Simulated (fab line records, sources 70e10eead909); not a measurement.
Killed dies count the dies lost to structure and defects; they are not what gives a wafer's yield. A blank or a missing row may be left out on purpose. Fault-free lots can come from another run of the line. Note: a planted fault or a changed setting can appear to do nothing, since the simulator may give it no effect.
Which tool was responsible? || flow nand harc || 13 lots with 38 wafers sampled at 4 steps, on a route of 1159 steps

WHAT THE GAUGES SHOWED, per wafer
NHARC_A_ONON_D1_THK_MEAS_05: measures by ellipsometry. Usual: thk nm 1001 nm, standard deviation 8.3.
{"lot": "L650", "measured": "day 8 13:59", "on": "film metro-02", "thk nm (nm)": "998 998 997", "flag": ""}
{"lot": "L649", "measured": "day 8 14:12", "on": "film metro-01", "thk nm (nm)": "1002 1003 1001", "flag": ""}
{"lot": "L651", "measured": "day 8 14:19", "on": "film metro-02", "thk nm (nm)": "995 998 997", "flag": ""}
{"lot": "L655", "measured": "day 9 17:37", "on": "film metro-01", "thk nm (nm)": "1015 1013", "flag": ""}
{"lot": "L657", "measured": "day 10 14:50", "on": "film metro-01", "thk nm (nm)": "992 990 992", "flag": ""}
{"lot": "L661", "measured": "day 11 08:52", "on": "film metro-01", "thk nm (nm)": "1013 1012 1013", "flag": ""}
{"lot": "L663", "measured": "day 11 09:05", "on": "film metro-02", "thk nm (nm)": "1010 1010 1011", "flag": ""}
{"lot": "L662", "measured": "day 11 14:43", "on": "film metro-02", "thk nm (nm)": "1001 1002 1003", "flag": ""}
{"lot": "L665", "measured": "day 12 16:26", "on": "film metro-01", "thk nm (nm)": "993 996 997", "flag": ""}
{"lot": "L667", "measured": "day 12 16:27", "on": "film metro-02", "thk nm (nm)": "1014 1014 1015", "flag": ""}
{"lot": "L666", "measured": "day 12 16:28", "on": "film metro-01", "thk nm (nm)": "1002 1000 1002", "flag": ""}
{"lot": "L668", "measured": "day 12 21:25", "on": "film metro-02", "thk nm (nm)": "1003 1006 1005", "flag": ""}
{"lot": "L669", "measured": "day 12 21:26", "on": "film metro-02", "thk nm (nm)": "1002 1003 1001", "flag": ""}

NHARC_A_ONON_D1_THK_MEAS_14: measures by ellipsometry. Usual: thk nm 997 nm, standard deviation 9.6.
{"lot": "L650", "measured": "day 8 15:44", "on": "film metro-01", "thk nm (nm)": "996 996 996", "flag": ""}
{"lot": "L649", "measured": "day 8 15:58", "on": "film metro-02", "thk nm (nm)": "978 978 977", "flag": ""}
{"lot": "L651", "measured": "day 8 16:06", "on": "film metro-02", "thk nm (nm)": "1001 1001 1002", "flag": ""}
{"lot": "L655", "measured": "day 9 19:19", "on": "film metro-02", "thk nm (nm)": "942 977", "flag": "OFF"}
{"lot": "L657", "measured": "day 10 16:34", "on": "film metro-01", "thk nm (nm)": "1002 1000 1002", "flag": ""}
{"lot": "L661", "measured": "day 11 10:37", "on": "film metro-02", "thk nm (nm)": "997 998 996", "flag": ""}
{"lot": "L663", "measured": "day 11 10:47", "on": "film metro-01", "thk nm (nm)": "1000 1000 1002", "flag": ""}
{"lot": "L662", "measured": "day 11 16:25", "on": "film metro-02", "thk nm (nm)": "1009 1008 1008", "flag": ""}
{"lot": "L665", "measured": "day 12 18:08", "on": "film metro-02", "thk nm (nm)": "1010 1010 1010", "flag": ""}
{"lot": "L667", "measured": "day 12 18:09", "on": "film metro-02", "thk nm (nm)": "994 995 995", "flag": ""}
{"lot": "L666", "measured": "day 12 18:10", "on": "film metro-01", "thk nm (nm)": "995 993 994", "flag": ""}
{"lot": "L668", "measured": "day 12 23:07", "on": "film metro-01", "thk nm (nm)": "988 989 988", "flag": ""}
{"lot": "L669", "measured": "day 12 23:07", "on": "film metro-02", "thk nm (nm)": "985 987 987", "flag": ""}

NHARC_END_SORT_01. Usual: killed at array 25, standard deviation 7.8; killed at other 0.6, standard deviation 0.81; killed at periphery 3.3, standard deviation 2.2; killed dies 29, standard deviation 8.2; killed open 3.5, standard deviation 1.9; killed short 1.8, standard deviation 1.3.
{"lot": "L655", "measured": "day 21 19:37", "on": "prober-02", "killed at array": "543 31", "killed at other": "1 1", "killed at periphery": "8 3", "killed dies": "552 35", "killed open": "1 8", "killed short": "1 1", "flag": "OFF"}

TOOL THAT RAN EACH LOT (tool first, then ch and the chambers of the sampled wafers, then the start)
{"lot": "L650", "NHARC_A_ONON_D1_DEP_12": "pecvd onon-04 ch 0, day 8 15:13"}
{"lot": "L649", "NHARC_A_ONON_D1_DEP_12": "pecvd onon-03 ch 0, day 8 15:31"}
{"lot": "L651", "NHARC_A_ONON_D1_DEP_12": "pecvd onon-04 ch 0, day 8 15:35"}
{"lot": "L655", "NHARC_A_ONON_D1_DEP_12": "pecvd onon-03 ch 0, day 9 18:55"}
{"lot": "L657", "NHARC_A_ONON_D1_DEP_12": "pecvd onon-02 ch 0, day 10 16:06"}
{"lot": "L661", "NHARC_A_ONON_D1_DEP_12": "pecvd onon-04 ch 0, day 11 10:09"}
{"lot": "L663", "NHARC_A_ONON_D1_DEP_12": "pecvd onon-02 ch 0, day 11 10:20"}
{"lot": "L662", "NHARC_A_ONON_D1_DEP_12": "pecvd onon-04 ch 0, day 11 15:58"}
{"lot": "L665", "NHARC_A_ONON_D1_DEP_12": "pecvd onon-02 ch 0, day 12 17:38"}
{"lot": "L667", "NHARC_A_ONON_D1_DEP_12": "pecvd onon-03 ch 0, day 12 17:38"}
{"lot": "L666", "NHARC_A_ONON_D1_DEP_12": "pecvd onon-04 ch 0, day 12 17:43"}
{"lot": "L668", "NHARC_A_ONON_D1_DEP_12": "pecvd onon-04 ch 0, day 12 22:36"}
{"lot": "L669", "NHARC_A_ONON_D1_DEP_12": "pecvd onon-02 ch 0, day 12 22:44"}
- NHARC_A_ONON_D1_DEP_12: target thk 1000 nm.

AS READ BY THE TOOLS THEMSELVES (means over the sampled wafers that have a number; for cases with no such wafer, the mark the record gives instead)
The record holds no such reading with a usual standard deviation.

THE ANSWER, worked out from the rows above alone
Rule: take the mean of a lot's wafers that have a number; if it is more than 3 standard deviations from the usual mean, the lot is off. Also off: a lot with no number at a reading for which 4 or more lots have one. Any other lot the step has rows for is counted as sound. Order of review: gauges by route order, followed by the tools' own readings, for which a lot's mean as printed above is used. At the first step where some lot is off, the reading lying furthest off is the one used; lots without a number count as furthest.
Off: L655 (NHARC_A_ONON_D1_THK_MEAS_14, thk nm).
If a tool, at a process step before that reading, ran all the lots that are off and no sound lot after the first of them, it fits. Not tried: the gauges at NHARC_A_ONON_D1_THK_MEAS_14; whatever is off there is also off at NHARC_END_SORT_01, on other tools, and gauge error can't account for it. Not one of the candidates tried fits.

WHAT WAS PUT IN BY THE SIMULATOR
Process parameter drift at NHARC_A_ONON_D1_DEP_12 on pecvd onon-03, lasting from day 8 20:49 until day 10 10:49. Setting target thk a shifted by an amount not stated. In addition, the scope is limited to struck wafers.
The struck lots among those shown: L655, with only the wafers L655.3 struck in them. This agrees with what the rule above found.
